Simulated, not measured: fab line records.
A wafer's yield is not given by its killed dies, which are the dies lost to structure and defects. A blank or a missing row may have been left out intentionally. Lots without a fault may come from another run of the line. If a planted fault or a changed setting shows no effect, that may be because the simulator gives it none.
Chamber matching	flow n5Finfet	rieDiel-06 running N5_DUMMY_GATE_STRIP_41: 4 sister chambers
The step strips in O2. 4 wafers are shown with their chamber, then 9 later ones without.

## WAFERS WITH THEIR CHAMBER
wafer	chamber	showerheadPlenumPTorr (Torr)
L090.6	2	2.08
L092.3	3	2.05
L093.4	1	2.22
L093.6	0	2.07

## WAFERS WITH NO CHAMBER GIVEN
wafer	showerheadPlenumPTorr (Torr)
L094.1	2.07
L094.4	2.21
L094.6	2.08
L097.2	2.21
L097.3	2.05
L097.6	2.07
L096.3	2.05
L096.4	2.07
L096.6	2.05

## THE CHAMBER EACH PASSED THROUGH
wafer	from the rows above	in truth
L094.1	0	0
L094.4	1	1
L094.6	2	2
L097.2	1	1
L097.3	3	3
L097.6	0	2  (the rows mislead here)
L096.3	3	3
L096.4	0	0
L096.6	3	3
Correct placement for 8 of the 9. Left unplaced by these rows: 0. Placed wrongly: 1.
How it was worked out, from the rows above alone: a wafer's distance from a chamber is the root of the sum, over the readings, of the square of ((its reading less the chamber's mean) divided by the reading's scatter). The wafer belongs to the nearest chamber; if the next one is less than 2 further off, it can't be placed. For every chamber, the mean is computed from those of its wafers that are shown. The scatter (one wafer shown for each chamber): square how far every hidden wafer sits from the nearest shown wafer, average those squares and take the square root.
